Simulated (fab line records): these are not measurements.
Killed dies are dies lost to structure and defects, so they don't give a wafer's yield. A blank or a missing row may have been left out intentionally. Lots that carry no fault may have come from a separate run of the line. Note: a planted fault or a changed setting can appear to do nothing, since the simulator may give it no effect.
What tool caused it? | flow n5_finfet | 63 wafers sampled from 21 lots at 1 step of a route of 1938

WHAT EACH GAUGE READ, for each wafer
N5_MOL_CONTACT_COAG_OVL_MEAS_41. Usual: VD_OVL gives -0.2 nm (standard deviation 0.61).
lot  | measured     | on         | VD_OVL (nm)    | flag
L074 | day 5 05:11  | overlay-01 | 0.1 -0.2 -0.5  |
L075 | day 5 11:16  | overlay-02 | -0.3 0.0 0.3   |
L076 | day 5 19:11  | overlay-02 | -0.6 -0.8 0.1  |
L077 | day 5 22:19  | overlay-02 | -0.5 0.3 -0.3  |
L078 | day 6 05:40  | overlay-02 | -0.1 0.5 1.3   |
L079 | day 6 09:14  | overlay-02 | 0.1 -0.3 0.5   |
L080 | day 6 17:04  | overlay-02 | -1.5 -0.4 -1.2 |
L081 | day 7 01:36  | overlay-02 | -0.4 0.0 0.3   |
L082 | day 7 04:35  | overlay-02 | -0.9 -0.6 1.3  |
L084 | day 7 15:29  | overlay-01 | -0.6 0.5 -0.1  |
L085 | day 7 20:02  | overlay-02 | -0.8 -0.5 -0.1 |
L086 | day 8 14:39  | overlay-02 | 0.4 0.4 0.2    |
L087 | day 8 17:01  | overlay-01 | -0.9 -0.4 0.1  |
L089 | day 8 23:06  | overlay-02 | 0.7 0.9 -0.6   |
L088 | day 8 23:43  | overlay-02 | -1.1 -1.1 -0.8 |
L090 | day 9 04:02  | overlay-02 | 1.0 0.2 -0.2   |
L091 | day 9 10:08  | overlay-02 | -1.7 -1.8 -1.5 |
L092 | day 9 17:56  | overlay-01 | 0.4 0.3 0.7    |
L093 | day 10 04:54 | overlay-02 | -0.4 -0.6 -0.3 |
L095 | day 10 17:26 | overlay-01 | -0.1 -0.2 0.6  |
L097 | day 11 00:16 | overlay-01 | 0.1 0.3 0.4    |

WHICH TOOL RAN EACH LOT (tool, then ch and the chambers of the sampled wafers, then the start)
Record: no process step prior to these readings.

AS READ BY THE TOOLS THEMSELVES (means over the sampled wafers that have a number; for cases with no such wafer, the mark the record gives instead)
The record holds no such reading with a usual standard deviation.

THE ANSWER, worked out from the rows above alone
Rule: a lot counts as off when the mean over its wafers that have a number is more than 3 standard deviations away from the usual mean. A lot without any number at a reading at which 4 lots or more have one is off too. All remaining lots with rows at the step are treated as sound. Order of review: gauges by route order, followed by the tools' own readings, for which a lot's mean as printed above is used. The first step at which some lot is off is used, and at that step the reading that is off furthest; a lot without a number counts as furthest.
No lot is off at any reading shown: from this, nothing can be told.

WHAT HAD BEEN PUT IN BY THE SIMULATOR
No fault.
